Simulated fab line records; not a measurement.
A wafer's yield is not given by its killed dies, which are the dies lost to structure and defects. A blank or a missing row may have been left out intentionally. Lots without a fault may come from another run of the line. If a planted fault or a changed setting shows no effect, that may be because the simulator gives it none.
Which of the tools did it?    flow n5_finfet    12 lots with 36 wafers sampled at 4 steps, on a route of 1938 steps

WHAT THE GAUGES READ, wafer by wafer
N5_BEOL_M15_THK_MEAS_50: measures by xrf. Usual: M15_THK 847 nm, standard deviation 19.
lot   measured      on             M15_THK (nm)  flag
L396  day 12 17:25  film_metro-02  819 835 828   
L398  day 12 20:55  film_metro-01  845 859 859   
L399  day 12 21:16  film_metro-01  841 812 822   
L400  day 13 12:58  film_metro-01  845 830 822   
L401  day 13 18:23  film_metro-01  844 870 842   
L402  day 13 23:56  film_metro-01  836 864 838   
L403  day 14 06:14  film_metro-01  857 841 823   
L404  day 14 15:30  film_metro-01  842 870 867   
L405  day 14 18:28  film_metro-02  830 837 820   
L406  day 15 11:19  film_metro-01  833 860 873   
L409  day 15 12:04  film_metro-01  834 806 849   
L417  day 17 11:08  film_metro-01  884 865 875   

N5_MIM_BOT_LITHO_OVL_MEAS_11. Usual: MIM_BOT_OVL -1 nm, standard deviation 5.
lot   measured      on          MIM_BOT_OVL (nm)  flag
L396  day 12 22:41  overlay-01  1 -3 9            
L398  day 13 01:39  overlay-01  -3 4 2            
L399  day 13 03:34  overlay-01  1 1 -5            
L400  day 13 17:26  overlay-02  -1 4 -3           
L401  day 13 23:43  overlay-02  -2 2 7            
L402  day 14 05:16  overlay-02  7 2 3             
L403  day 14 10:23  overlay-02  4 2 1             
L404  day 14 19:29  overlay-02  -6 -7 -7          
L405  day 14 23:00  overlay-01  -2 -5 -1          
L406  day 15 16:22  overlay-02  -5 -7 -4          
L409  day 15 16:32  overlay-01  4 9 1             
L417  day 17 16:22  overlay-02  -1 3 0            

WHAT TOOL EACH LOT RAN ON (gives the tool, then ch and the chambers of the sampled wafers, and finally the start)
lot   N5_MIM_TOP_ALD_02                            N5_MIM_TOP_ETCH_ETCH_00
L396  ald_hk-02 ch 1,2,3, day 12 21:51 or earlier  rie_metal-03 ch 0,1, day 12 21:51
L398  ald_hk-01 ch 0,3, day 13 00:43 or earlier    rie_metal-01 ch 0,1, day 13 00:43
L399  ald_hk-02 ch 0,1,3, day 13 02:45 or earlier  rie_metal-02 ch 0, day 13 02:45
L400  ald_hk-03 ch 1,2, day 13 16:43 or earlier    rie_metal-01 ch 0,1, day 13 16:43
L401  ald_hk-03 ch 0,2, day 13 22:59 or earlier    rie_metal-03 ch 1, day 13 22:59
L402  ald_hk-02 ch 1,3, day 14 04:32 or earlier    rie_metal-01 ch 0, day 14 04:32
L403  ald_hk-02 ch 0,1,2, day 14 09:39 or earlier  rie_metal-02 ch 0,1, day 14 09:39
L404  ald_hk-03 ch 1,2, day 14 18:41 or earlier    rie_metal-01 ch 0,1, day 14 18:41
L405  ald_hk-03 ch 0,2,3, day 14 22:20 or earlier  rie_metal-02 ch 0,1, day 14 22:20
L406  ald_hk-02 ch 1,2, day 15 15:22 or earlier    rie_metal-02 ch 0, day 15 15:22
L409  ald_hk-01 ch 1,2,3, day 15 15:31 or earlier  rie_metal-02 ch 0,1, day 15 15:31
L417  ald_hk-01 ch 0,3, day 17 15:38 or earlier    rie_metal-03 ch 0,1, day 17 15:38
- N5_MIM_TOP_ALD_02: deposits Al2O3, purge time 3 s, co reactant pulse time 3 s.
- N5_MIM_TOP_ETCH_ETCH_00: etches TiN in Cl2/BCl3, target depth 38.5 nm.

WHAT THE TOOLS THEMSELVES READ (means of the sampled wafers that have a number; where no wafer has one, the mark that the record gives instead)
N5_MIM_TOP_ALD_02. Usual: precursor_pulse_height_rel at 1.000, with a standard deviation of 0.018.
lot   tool       precursor_pulse_height_rel  flag
L396  ald_hk-02  1.005                       
L398  ald_hk-01  0.990                       
L399  ald_hk-02  0.991                       
L400  ald_hk-03  1.010                       
L401  ald_hk-03  0.990                       
L402  ald_hk-02  1.010                       
L403  ald_hk-02  1.015                       
L404  ald_hk-03  1.011                       
L405  ald_hk-03  0.970                       
L406  ald_hk-02  0.987                       
L409  ald_hk-01  0.979                       
L417  ald_hk-01  1.017                       

N5_MIM_TOP_ETCH_ETCH_00. Usual: bias_w 126.0 W, standard deviation 0.37; drypump_motor_current_A 5.8 A, standard deviation 0.42; oes_product_au 0.75 a.u., standard deviation 0.066; throttle_valve_pct 22.63 %, standard deviation 0.099.
lot   tool          bias_w (W)  drypump_motor_current_A (A)  oes_product_au (a.u.)  throttle_valve_pct (%)  flag
L396  rie_metal-03  126.0       5.5                          0.74                   22.63                   
L398  rie_metal-01  126.1       6.1                          0.74                   22.58                   
L399  rie_metal-02  125.9       5.9                          0.86                   22.47                   
L400  rie_metal-01  126.0       6.3                          0.76                   22.63                   
L401  rie_metal-03  126.0       5.7                          0.68                   22.63                   
L402  rie_metal-01  125.7       6.6                          0.78                   22.67                   
L403  rie_metal-02  126.6       5.6                          0.74                   22.67                   
L404  rie_metal-01  126.3       6.1                          0.74                   22.58                   
L405  rie_metal-02  125.8       5.8                          0.79                   22.57                   
L406  rie_metal-02  114.6       5.9                          0.81                   22.48                   OFF
L409  rie_metal-02  114.8       5.6                          0.72                   22.68                   OFF
L417  rie_metal-03  125.9       5.5                          0.70                   22.65                   

THE ANSWER, worked out from the rows above alone
Rule: lot off if the mean of its wafers having a number is beyond 3 standard deviations from the usual mean. Also off: a lot with no number at a reading for which 4 or more lots have one. The other lots that the step has rows for count as sound. The gauges are gone through in route order, then the tools' own readings, and for those a lot's mean is taken as printed above. At the first step where some lot is off, the reading lying furthest off is the one used; lots without a number count as furthest.
Off at N5_MIM_TOP_ETCH_ETCH_00 (bias_w): L406, L409.
A tool fits if, at that step or a process step before it, it ran every lot that is off, and no sound lot after the first of them. N5_MIM_TOP_ALD_02: start missing for some lots; hours and lot order therefore follow N5_MIM_TOP_ETCH_ETCH_00. One fits: rie_metal-02 at N5_MIM_TOP_ETCH_ETCH_00. Its last sound lot is L405 (day 14 22:20), its first lot that is off L406 (day 15 15:22): a fault that began between those two fits.
On the lots that are off, the tool's own readings at N5_MIM_TOP_ETCH_ETCH_00 differ by more than 5 times the standard deviation of the sound lots' means, which bears it out; bias_w reads 114.7 W there versus 126.0 W on the sound lots.

WHAT THE SIMULATOR HAD INSERTED
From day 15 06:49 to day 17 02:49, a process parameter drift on rie_metal-02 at N5_MIM_TOP_ETCH_ETCH_00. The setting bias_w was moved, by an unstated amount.
Shown lots that were struck: L406, L409. This agrees with what the rule above found.
